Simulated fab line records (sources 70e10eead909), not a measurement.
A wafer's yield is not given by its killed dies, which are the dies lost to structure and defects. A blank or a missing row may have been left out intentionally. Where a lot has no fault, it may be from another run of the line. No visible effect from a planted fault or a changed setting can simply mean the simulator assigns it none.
Which tool was responsible? ; flow nand harc ; 7 lots with 21 wafers sampled at 2 steps, on a route of 1302 steps

WHAT THE GAUGES SHOWED, per wafer
NHARC_HYBRID_BOND_OVL_MEAS_05.
lot;measured;on;overlay x nm (nm)
L633;day 24 04:51;overlay-01;-39 -6 -32
L635;day 24 20:33;overlay-02;10 7 -1
L637;day 26 07:35;overlay-02;76 -27 -74
L641;day 27 20:29;overlay-02;51 -38 23
L645;day 29 02:36;overlay-02;47 7 -4
L652;day 31 19:55;overlay-02;-9 -10 -42
L655;day 33 05:44;overlay-01;-11 35 53

TOOL THAT RAN EACH LOT (tool first, then ch and the chambers of the sampled wafers, then the start)
lot;NHARC_P_CONTACT_STRIP_37
L633;rie diel-12 ch 1,3, day 6 12:25
L635;rie diel-06 ch 0,2, day 7 07:13
L637;rie diel-06 ch 1,2, day 8 07:59
L641;rie diel-06 ch 0,1,3, day 9 20:03
L645;rie diel-06 ch 1,2, day 11 07:53
L652;rie diel-12 ch 1,2,3, day 14 00:19
L655;rie diel-13 ch 1,2,3, day 15 05:04
- NHARC_P_CONTACT_STRIP_37: strips in C4F8/O2/Ar.

THE ANSWER, worked out from the rows above alone
Rule: the lots themselves supply what counts as usual. The widest of any qualifying gaps counts: lots, ordered by their means at a reading, are off when they make up no more than a third of the lots, leave a main group of 4 or more, and stand apart from it by 3 or more times the standard deviation of that group's means. A main group is skipped when, at the precision printed for the reading in the tables above, its means are all equal. A lot without any number at a reading at which 4 lots or more have one is off too. Where the step has rows for the other lots, those lots are counted as sound.
None of the lots is off at any reading shown; this tells nothing.

WHAT WAS PUT IN BY THE SIMULATOR
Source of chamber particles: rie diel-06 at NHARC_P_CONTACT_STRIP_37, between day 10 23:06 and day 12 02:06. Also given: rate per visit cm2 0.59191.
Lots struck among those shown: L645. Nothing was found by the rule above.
